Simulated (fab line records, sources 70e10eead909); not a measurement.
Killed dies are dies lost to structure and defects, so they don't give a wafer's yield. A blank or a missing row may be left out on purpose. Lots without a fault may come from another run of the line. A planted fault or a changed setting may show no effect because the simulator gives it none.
fab line records | flow nand_harc
record lots=7 wafers=21 last_day=23
route steps=1159 shown A_WL_FILL@828 A_CONTACT@840 END@1159
lots that met no fault: from a run of the same line without faults
start_h: hours from the record's first day to the start of the lot's first wafer shown | wait_h: hours since the lot's step before | " the same as in the row above | L1.1+2: a row that stands for several wafers | - no value, or no start given | * or withheld: withheld | < > ~ a bound
route shown NAME@n: a module of which the file shows steps, and the number in the route of the first | usual: mean/standard deviation of fault-free wafers | same: alike in all rows | chamber/n: place in a boat | sites: the reading at each site | _std_site: their standard deviation | _edge_site: outer sites' mean less inner sites' | radius_mm: how far each site lies from the wafer's centre | mask NAME#n: copy n | behind: the tool/chamber that last shaped the wafer | hold: why the lot was held/for how many hours/how that ended | device: the transistor (n, p or np) that didn't switch | end of line: the same wafers' tests at the end of the route | a step without rows: its recipe alone | killed: dies lost to structure and defects at the first sort, not the wafer's yield | map: a wafer's dies, x killed, . not, _ none there
set.NAME: the setting as run; set.NAME@STEP: as run at that earlier step | model.NAME: the simulator's own value behind a step, which no gauge read
lots at some steps of the route; a table a step, a row a wafer
services: from which hour (start_h, from the record's first day; less than 0 if before it) a tool's chamber was out of use, for how many hours, and why
## steps
# step NHARC_A_WL_FILL_CVD_23
# recipe target_thk_a=400 temp_c=620 pressure_mtorr=200 time_s=800 material=poly-Si
# step NHARC_A_WL_FILL_ETCHBACK_26
# recipe target_depth_a=520 time_s=13.3 hbr_flow_sccm=150 rf_w=350 icp_w=350 bias_w=60 chemistry=HBr
# usual drypump_motor_current_A=5.7/0.43 oes_product_au=1.000/0.0076 throttle_valve_pct=23.266/0.0094
# columns lot.wafer tool chamber start_h wait_h drypump_motor_current_A oes_product_au rf_hours_counter_h throttle_valve_pct
L879.3 rie_si-02 3 362.56 0.4 5.8 0.995 1.1 23.268
L879.4 " 1 " " 5.8 0.990 0.9 23.265
L879.5 " 2 " " 6.3 0.996 - 23.271
L880.3 rie_si-05 0 362.57 0.4 5.3 0.993 1.0 23.262
L880.6 " 0 " " 5.3 0.999 - 23.256
L880.4 " 1 " " 5.0 0.992 - 23.261
L883.1 rie_si-02 1 372.55 0.4 5.8 1.002 0.9 23.261
L883.4 " 2 " " 6.3 0.996 1.1 23.262
L883.5 " 1 " " 5.9 0.999 - 23.256
L881.1 rie_si-05 1 378.06 0.4 5.0 0.989 1.1 23.288
L881.6 " 2 " " 5.3 0.990 - 23.274
L881.5 " 3 " " 6.1 1.013 - 23.245
L886.4 rie_si-01 0 410.63 0.4 5.6 1.010 0.8 23.262
L886.3 " 1 " " 5.0 0.984 0.7 23.268
L886.6 " 3 " " 5.9 0.997 - 23.247
L893.4 rie_si-05 1 448.56 0.4 5.0 1.005 0.1 23.282
L893.2 " 0 " " 5.4 1.000 0.1 23.265
L893.6 " 2 " " 5.3 1.002 - 23.260
L895.1 rie_si-01 0 460.84 0.4 5.6 1.003 1.3 23.261
L895.4 " 0 " " 5.7 0.992 - 23.268
L895.5 " 3 " " 5.8 0.998 - 23.275
# step NHARC_A_WL_FILL_PRECLEAN_30
# recipe time_s=10 chemistry=dHF
# step NHARC_A_WL_FILL_SRD_14
# step NHARC_A_WL_FILL_ALD_19
# recipe target_thk_a=20 pulse_time_s=3 ald_cycles=100 temp_c=450 material=TiN
# usual heater_power_w=1120/110 precursor_pulse_height_rel=1.000/0.018
# same ald_cycles=100
# columns lot.wafer tool chamber start_h wait_h heater_power_w precursor_pulse_height_rel
L879.4 ald_metal-03 1 362.84 0.1 1209 0.995
L879.3 " 3 " " 928 1.011
L879.5 " 0 " " 1030 1.007
L880.4 ald_metal-01 0 362.86 0.1 1070 0.989
L880.3 " 1 " " 1085 1.014
L880.6 " 3 " " 1240 1.004
L883.1 ald_metal-04 0 372.82 0.1 1056 0.990
L883.4 " 2 " " 1293 1.007
L883.5 " 1 " " 1269 1.000
L881.1 ald_metal-04 3 378.31 0.1 992 1.015
L881.5 " 2 " " 1269 1.014
L881.6 " 3 " " 1000 1.008
L886.4 ald_metal-03 3 410.91 0.1 944 0.998
L886.3 " 0 " " 1053 0.980
L886.6 " 3 " " 934 1.022
L893.4 ald_metal-04 3 448.87 0.1 1028 0.983
L893.2 " 0 " " 1043 1.021
L893.6 " 2 " " 1259 1.002
L895.1 ald_metal-03 2 461.13 0.1 1100 1.030
L895.4 " 0 " " 1033 0.989
L895.5 " 3 " " 943 1.002
# step NHARC_A_WL_FILL_CVD_20
# recipe target_thk_a=750 temp_c=300 pressure_torr=40 wf6_flow_sccm=40 h2_flow_sccm=1600 ar_flow_sccm=1560 time_s=5064 material=W
# usual heater_power_w=466/24 throttle_valve_pct=7.91/0.2
# columns lot.wafer tool chamber start_h wait_h heater_power_w throttle_valve_pct
L879.3 cvd_w-01 1 - - 479 8.15
L879.4 " 0 " " 496 8.10
L879.5 " 0 " " 494 8.10
L880.4 cvd_w-02 0 - - 471 7.94
L880.3 " 1 " " 449 7.80
L880.6 " 0 " " 462 7.96
L883.1 cvd_w-02 0 - - 458 7.95
L883.4 " 1 " " 449 7.66
L883.5 " 0 " " 472 7.81
L881.1 cvd_w-02 0 - - 473 7.93
L881.6 " 0 " " 469 7.97
L881.5 " 1 " " 446 7.75
L886.4 cvd_w-01 0 - - 507 8.16
L886.3 " 1 " " 484 8.07
L886.6 " 0 " " 498 7.80
L893.2 cvd_w-02 1 - - 437 7.52
L893.4 " 0 " " 445 7.67
L893.6 " 0 " " 429 7.62
L895.1 cvd_w-01 1 - - 485 8.03
L895.4 " 0 " " 497 7.93
L895.5 " 0 " " 494 8.23
# step NHARC_A_WL_FILL_CMP_12
# recipe t_overpolish_s=30 target_thk_nm=75
# usual motor_current_A=11.6/1.5 overpolish_run_s=29.999/0.0087 time_to_endpoint_s=15.2/1.8
# columns lot.wafer tool chamber start_h wait_h motor_current_A overpolish_run_s time_to_endpoint_s
L879.4 cmp-03 1 368.10 2.2 11.1 29.998 15.7
L879.3 " 2 " " 12.6 29.991 16.6
L879.5 " 1 " " 11.0 29.992 14.7
L880.3 cmp-02 1 372.43 2.2 14.2 30.003 15.7
L880.4 " 2 " " 11.3 29.985 14.5
L880.6 " 2 " " 11.4 29.992 17.1
L883.1 cmp-02 2 378.06 4.3 11.4 29.989 17.1
L883.4 " 3 " " 9.4 29.998 14.3
L883.5 " 3 " " 10.4 30.003 13.7
L881.1 cmp-02 2 383.61 4.4 11.1 29.989 18.2
L881.6 " 1 " " 13.9 29.995 15.9
L881.5 " 2 " " 11.2 30.014 16.3
L886.4 cmp-04 1 416.08 2.9 11.4 29.993 15.7
L886.3 " 2 " " 12.4 30.004 15.2
L886.6 " 1 " " 12.0 29.999 12.9
L893.4 cmp-03 0 454.14 2.9 14.6 30.001 11.6
L893.2 " 3 " " 12.1 29.997 15.8
L893.6 " 1 " " 11.5 29.997 15.3
L895.1 cmp-03 3 466.39 3.6 11.7 30.019 16.4
L895.4 " 0 " " 14.9 29.996 15.0
L895.5 " 2 " " 12.8 30.004 18.7
# step NHARC_A_WL_FILL_SRD_31
# step NHARC_A_WL_FILL_INSPECT_15
# usual raw_defect_count=419/160
# columns lot.wafer tool chamber start_h wait_h raw_defect_count
L879.3 defect_inspect-02 - 368.59 0.0 272
L879.4 " - " " 265
L879.5 " - " " 444
L880.3 defect_inspect-02 - 372.94 0.1 276
L880.4 " - " " 238
L880.6 " - " " 287
L883.1 defect_inspect-01 - 378.55 0.0 841
L883.4 " - " " 947
L883.5 " - " " 1396
L881.1 defect_inspect-02 - 384.05 0.0 514
L881.5 " - " " 523
L881.6 " - " " 493
L886.3 defect_inspect-02 - 416.57 0.0 467
L886.4 " - " " 437
L886.6 " - " " 623
L893.2 defect_inspect-02 - 454.60 0.0 463
L893.4 " - " " 590
L893.6 " - " " 559
L895.1 defect_inspect-02 - 466.81 0.0 299
L895.4 " - " " 290
L895.5 " - " " 357
# step NHARC_A_CONTACT_DEP_24
# recipe target_thk_a=5000 temp_c=400 pressure_torr=6.5 rf_w=900 teos_flow_sccm=161.4 flow_sccm=2650 target_thk_nm=500 gas=O2 material=SiO2
# usual heater_power_w=572/110 throttle_valve_pct=15.7/0.65
# columns lot.wafer tool chamber start_h wait_h heater_power_w throttle_valve_pct
L879.3 pecvd-01 2 368.78 0.2 522 16.2
L879.4 " 0 " " 726 15.7
L879.5 " 2 " " 545 16.1
L880.3 pecvd-04 1 373.07 0.1 531 16.4
L880.4 " 0 " " 674 16.0
L880.6 " 1 " " 553 16.1
L883.1 pecvd-01 2 378.99 0.4 462 15.8
L883.5 " 2 " " 504 16.0
L883.4 " 0 " " 705 15.7
L883.1 pecvd-01 2 379.60 - 475 16.1
L883.5 " 2 " " 500 16.0
L883.4 " 0 " " 708 15.9
L881.1 pecvd-01 0 384.12 0.1 735 16.2
L881.5 " 0 " " 741 15.8
L881.6 " 1 " " 450 15.9
L881.1 pecvd-01 0 384.73 - 725 15.8
L881.5 " 0 " " 751 16.0
L881.6 " 1 " " 434 16.2
L886.3 pecvd-01 2 416.76 0.2 486 16.0
L886.6 " 0 " " 742 15.9
L886.4 " 2 " " 510 16.4
L886.3 pecvd-01 2 417.36 - 476 16.2
L886.6 " 0 " " 738 15.7
L886.4 " 2 " " 509 16.2
L893.2 pecvd-03 0 454.81 0.2 495 14.8
L893.6 " 2 " " 611 16.3
L893.4 " 0 " " 537 14.5
L895.1 pecvd-03 0 466.89 0.1 539 14.5
L895.5 " 0 " " 573 14.5
L895.4 " 2 " " 591 16.2
# step NHARC_END_SORT_01
# recipe temp_c=25
# usual killed_at_array=28/12 killed_at_other=0.8/1.1 killed_at_periphery=3.6/2.3 killed_dies=32/12 killed_open=3.4/1.9 killed_short=2.0/1.3
# same gross_dies=677
# columns lot.wafer tool chamber start_h wait_h killed_at_array killed_at_other killed_at_periphery killed_dies killed_open killed_short
L879.3 prober-02 0 442.52 3.1 22 1 3 26 1 2
L879.4 prober-02 0 443.32 3.4 25 0 1 26 3 3
L879.5 prober-02 0 444.12 3.7 24 0 5 29 1 2
L880.3 prober-02 0 450.31 3.1 28 0 0 28 2 1
L880.4 prober-02 0 451.09 3.4 32 0 3 35 6 0
L880.6 prober-02 0 452.66 3.9 29 0 2 31 3 1
L883.1 prober-02 0 456.44 2.5 24 1 4 29 7 2
L883.4 prober-02 0 458.84 3.4 29 0 2 31 3 1
L883.5 prober-02 0 459.64 3.7 14 0 2 16 1 0
L881.1 prober-02 0 464.25 2.5 15 1 6 22 3 4
L881.5 prober-02 0 467.39 3.6 12 0 6 18 5 2
L881.6 prober-02 0 468.17 3.9 8 0 1 9 1 1
L886.3 prober-02 0 492.09 3.1 12 3 7 22 8 2
L886.4 prober-02 0 492.90 3.4 9 1 4 14 3 1
L886.6 prober-02 0 494.52 4.1 11 1 4 16 3 1
L893.2 prober-02 0 537.09 2.8 42 2 3 47 3 1
L893.4 prober-02 0 538.68 3.4 33 4 4 41 3 0
L893.6 prober-02 0 540.27 4.0 45 1 7 53 6 4
L895.1 prober-02 0 544.07 2.5 35 0 4 39 3 2
L895.4 prober-02 0 546.48 3.4 35 2 0 37 2 2
L895.5 prober-02 0 547.29 3.7 37 1 2 40 6 1
# killed by level:class
L879.3 A_CHANNEL_HOLE_D1:chamber_film_flake=13 P_ZERO_WELL:chamber_film_flake=3 A_CONTACT:chamber_film_flake=3 A_SLIT:chamber_film_flake=2 A_ONON_D1:geometric_particle:short=1 A_CONTACT:geometric_particle:open=1 STARTING-WAFER:geometric_particle:short=1 A_STAIRCASE:chamber_film_flake=1
L879.4 A_CHANNEL_HOLE_D1:chamber_film_flake=14 A_SGD_CUT:geometric_particle:short=3 A_CONTACT:geometric_particle:open=2 A_SLIT:chamber_film_flake=2 A_CONTACT:chamber_film_flake=2 P_STI:geometric_particle:open=1 A_ZERO_WELL:chamber_film_flake=1 A_WL_FILL:chamber_film_flake=1
L879.5 A_CHANNEL_HOLE_D1:chamber_film_flake=15 A_CONTACT:chamber_film_flake=3 P_ZERO_WELL:chamber_film_flake=2 A_WL_FILL:chamber_film_flake=2 P_STI:geometric_particle:short=1 P_M1:geometric_particle:open=1 A_SGD_CUT:geometric_particle:short=1 P_STI:chamber_film_flake=1
L880.3 A_CHANNEL_HOLE_D1:chamber_film_flake=15 A_SLIT:chamber_film_flake=5 A_CONTACT:chamber_film_flake=4 A_CONTACT:geometric_particle:open=1 A_SOURCE_PLATE:geometric_particle:short=1 A_M0:geometric_particle:open=1 A_STAIRCASE:chamber_film_flake=1
L880.4 A_CHANNEL_HOLE_D1:chamber_film_flake=14 A_SLIT:chamber_film_flake=9 P_STI:chamber_film_flake=3 A_WL_FILL:geometric_particle:open=2 A_CONTACT:chamber_film_flake=2 A_SGD_CUT:geometric_particle:open=1 A_CONTACT:geometric_particle:open=1 A_BLC:geometric_particle:open=1
L880.6 A_CHANNEL_HOLE_D1:chamber_film_flake=12 A_SLIT:chamber_film_flake=10 A_CONTACT:chamber_film_flake=4 P_M0:geometric_particle:open=1 A_CHANNEL_FILL_D1:geometric_particle:open=1 A_M1:geometric_particle:short=1 A_M1:geometric_particle:open=1 P_ZERO_WELL:chamber_film_flake=1
L883.1 A_SLIT:chamber_film_flake=8 A_CONTACT:chamber_film_flake=7 P_CONTACT:geometric_particle:open=2 A_WL_FILL:geometric_particle:open=2 A_CHANNEL_HOLE_D1:chamber_film_flake=2 P_GATE:geometric_particle:open=1 A_ONON_D1:geometric_particle:short=1 A_ONON_D1:geometric_particle:open=1
L883.4 A_SLIT:chamber_film_flake=18 A_CONTACT:chamber_film_flake=7 P_STI:geometric_particle:open=1 A_ONON_D1:geometric_particle:open=1 A_CONTACT:geometric_particle:short=1 A_BLC:geometric_particle:open=1 P_STI:chamber_film_flake=1 A_STAIRCASE:chamber_film_flake=1
L883.5 A_SLIT:chamber_film_flake=6 A_CONTACT:chamber_film_flake=5 P_STI:chamber_film_flake=2 A_SOURCE_PLATE:geometric_particle:open=1 A_CHANNEL_HOLE_D1:chamber_film_flake=1 A_STAIRCASE:chamber_film_flake=1
L881.1 A_CONTACT:chamber_film_flake=6 P_STI:chamber_film_flake=3 A_CHANNEL_HOLE_D1:chamber_film_flake=3 A_CONTACT:geometric_particle:short=2 P_M1:geometric_particle:open=1 A_ONON_D1:geometric_particle:open=1 A_CHANNEL_FILL_D1:geometric_particle:short=1 A_CONTACT:geometric_particle:open=1
L881.5 A_CHANNEL_HOLE_D1:chamber_film_flake=5 P_CONTACT:geometric_particle:open=2 P_GATE:chamber_film_flake=2 A_CONTACT:chamber_film_flake=2 P_M2:geometric_particle:open=1 A_SOURCE_PLATE:geometric_particle:open=1 A_SGD_CUT:geometric_particle:short=1 A_WL_FILL:geometric_particle:short=1
L881.6 A_CONTACT:chamber_film_flake=5 P_GATE:geometric_particle:open=1 A_CHANNEL_FILL_D1:geometric_particle:short=1 A_STAIRCASE:chamber_film_flake=1 A_WL_FILL:chamber_film_flake=1
L886.3 A_CHANNEL_HOLE_D1:chamber_film_flake=4 P_M0:chamber_film_flake=3 A_M0:geometric_particle:open=2 P_CONTACT:geometric_particle:open=1 P_M0:geometric_particle:open=1 A_ONON_D1:geometric_particle:open=1 A_CHANNEL_FILL_D1:geometric_particle:open=1 A_SLIT:geometric_particle:short=1
L886.4 A_CHANNEL_HOLE_D1:chamber_film_flake=4 A_WL_FILL:geometric_particle:open=2 P_M0:chamber_film_flake=2 A_STAIRCASE:chamber_film_flake=2 P_M1:geometric_particle:open=1 A_WL_FILL:geometric_particle:short=1 P_ZERO_WELL:chamber_film_flake=1 THIN_TSV:chamber_film_flake=1
L886.6 A_CHANNEL_HOLE_D1:chamber_film_flake=5 A_STAIRCASE:chamber_film_flake=4 P_M0:geometric_particle:open=1 P_M1:geometric_particle:open=1 A_WL_FILL:geometric_particle:short=1 A_CONTACT:geometric_particle:open=1 P_STI:chamber_film_flake=1 P_M0:chamber_film_flake=1
L893.2 A_SLIT:chamber_film_flake=20 A_CHANNEL_HOLE_D1:chamber_film_flake=8 A_STAIRCASE:chamber_film_flake=7 P_ZERO_WELL:chamber_film_flake=2 A_CONTACT:chamber_film_flake=2 THIN_TSV:chamber_film_flake=2 A_ONON_D1:geometric_particle:open=1 A_ONON_D1:geometric_particle:short=1
L893.4 A_SLIT:chamber_film_flake=14 A_STAIRCASE:chamber_film_flake=7 A_CHANNEL_HOLE_D1:chamber_film_flake=6 P_ZERO_WELL:chamber_film_flake=4 THIN_TSV:chamber_film_flake=4 A_CONTACT:chamber_film_flake=2 A_CHANNEL_FILL_D1:geometric_particle:open=1 A_CONTACT:geometric_particle:open=1
L893.6 A_SLIT:chamber_film_flake=16 A_CHANNEL_HOLE_D1:chamber_film_flake=7 A_STAIRCASE:chamber_film_flake=7 A_CONTACT:geometric_particle:open=5 P_ZERO_WELL:chamber_film_flake=5 A_CONTACT:chamber_film_flake=3 A_WL_FILL:chamber_film_flake=3 A_WL_FILL:geometric_particle:short=2
L895.1 A_SLIT:chamber_film_flake=21 A_CHANNEL_HOLE_D1:chamber_film_flake=7 A_M0:geometric_particle:open=2 P_GATE:chamber_film_flake=2 A_CONTACT:chamber_film_flake=2 P_GATE:geometric_particle:open=1 P_M1:geometric_particle:short=1 A_CHANNEL_FILL_D1:geometric_particle:short=1
L895.4 A_SLIT:chamber_film_flake=14 A_CHANNEL_HOLE_D1:chamber_film_flake=13 A_CHANNEL_FILL_D1:chamber_film_flake=2 A_CONTACT:chamber_film_flake=2 THIN_TSV:chamber_film_flake=2 A_CHANNEL_FILL_D1:geometric_particle:short=1 A_SGD_CUT:geometric_particle:open=1 A_CONTACT:geometric_particle:short=1
L895.5 A_SLIT:chamber_film_flake=17 A_CHANNEL_HOLE_D1:chamber_film_flake=12 A_CONTACT:geometric_particle:open=2 A_CONTACT:chamber_film_flake=2 P_GATE:geometric_particle:open=1 P_M0:geometric_particle:open=1 A_M0:geometric_particle:open=1 A_M1:geometric_particle:open=1
## services
# columns tool chamber start_h hours kind
cmp-04 - 342.59 1.0 repair
cmp-02 - 348.03 0.5 repair
cmp-04 - 348.49 3.9 repair
cmp-03 - 350.46 1.1 repair
cmp-03 - 352.01 4.0 pm
pecvd-04 0 354.95 16.5 repair
rie_si-05 3 362.50 6.4 repair
ald_metal-03 2 364.36 3.2 repair
ald_metal-03 - 372.90 0.8 repair
cmp-02 - 375.16 2.0 repair
cvd_w-02 - 382.82 13.0 pm
rie_si-02 - 388.00 9.0 pm
ald_metal-04 - 406.00 10.0 pm
rie_si-05 2 408.23 10.5 repair
rie_si-05 0 412.32 1.3 repair
rie_si-05 - 416.00 9.0 pm
pecvd-01 - 418.05 13.0 pm
cmp-02 - 422.61 4.0 pm
rie_si-01 0 423.23 7.3 repair
rie_si-02 2 430.41 2.3 repair
ald_metal-04 3 436.03 10.4 repair
rie_si-01 1 448.49 22.3 repair
cmp-03 - 450.01 4.0 pm
cmp-02 - 455.61 1.2 repair
## key
first_sign step=NHARC_A_CONTACT_DEP_24 reading=visit direction=added
effect none on later readings
met_at NHARC_A_CONTACT_DEP_24
struck_wafers L881.1,L881.5,L881.6,L883.1,L883.4,L883.5,L886.3,L886.4,L886.6
tester_left_out L881,L883,L886
fault kind=repeated_step_whole tool=pecvd-01,pecvd-03,pecvd-04 chamber=- onset_h=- steps=NHARC_A_CONTACT_DEP_24 times=1 scope=struck_lots_only
# tester_left_out: of these lots the tester's yield and bins aren't shown, on N5 and GAA mostly nor the transistor test; their killed dies are dies lost to structure and defects alone, not to doping, threshold or leakage, so they don't give the yield
